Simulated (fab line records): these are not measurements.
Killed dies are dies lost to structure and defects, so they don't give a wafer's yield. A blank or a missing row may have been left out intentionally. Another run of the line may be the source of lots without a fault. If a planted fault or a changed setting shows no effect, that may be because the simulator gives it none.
The tool behind it: which one? :: flow n5Finfet :: at 1 step of a route of 1938, 12 lots with 36 wafers sampled

== WHAT EACH GAUGE READ, for each wafer ==
N5_BEOL_M11_OVL_MEAS_29.
lot: L076
measured: day 10 04:49
on: overlay-01
V10_OVL (nm): -0.4 -1.3 0.5

lot: L077
measured: day 10 19:31
on: overlay-02
V10_OVL (nm): 0.5 -0.3 0.5

lot: L079
measured: day 11 06:07
on: overlay-02
V10_OVL (nm): 0.7 0.0 -1.4

lot: L081
measured: day 11 19:04
on: overlay-02
V10_OVL (nm): -1.0 -0.6 0.5

lot: L082
measured: day 12 02:38
on: overlay-01
V10_OVL (nm): -0.1 0.2 0.5

lot: L085
measured: day 12 13:58
on: overlay-01
V10_OVL (nm): -1.0 -0.7 -1.0

lot: L087
measured: day 13 02:06
on: overlay-01
V10_OVL (nm): 0.1 -0.1 0.7

lot: L090
measured: day 13 11:58
on: overlay-01
V10_OVL (nm): -0.6 0.0 -0.1

lot: L089
measured: day 13 20:18
on: overlay-01
V10_OVL (nm): -1.0 0.6 0.7

lot: L093
measured: day 14 07:51
on: overlay-01
V10_OVL (nm): -0.9 0.0 0.1

lot: L095
measured: day 14 16:44
on: overlay-01
V10_OVL (nm): -0.7 -1.1 -1.3

lot: L097
measured: day 15 22:14
on: overlay-02
V10_OVL (nm): -1.0 -0.6 -0.3

== TOOL THAT RAN EACH LOT (tool first, then ch and the chambers of the sampled wafers, then the start) ==
Record: no process step prior to these readings.

== THE ANSWER, worked out from the rows above alone ==
Rule: the lots themselves supply what counts as usual. The widest of any qualifying gaps counts: lots, ordered by their means at a reading, are off when they make up no more than a third of the lots, leave a main group of 4 or more, and stand apart from it by 3 or more times the standard deviation of that group's means. The tables above print the reading to a certain number of digits; a main group whose means all agree to those digits is not used. Also off: a lot with no number at a reading for which 4 or more lots have one. Where the step has rows for the other lots, those lots are counted as sound.
No lot is off on any of the readings shown, so nothing can be concluded from this.

== WHAT THE SIMULATOR HAD INSERTED ==
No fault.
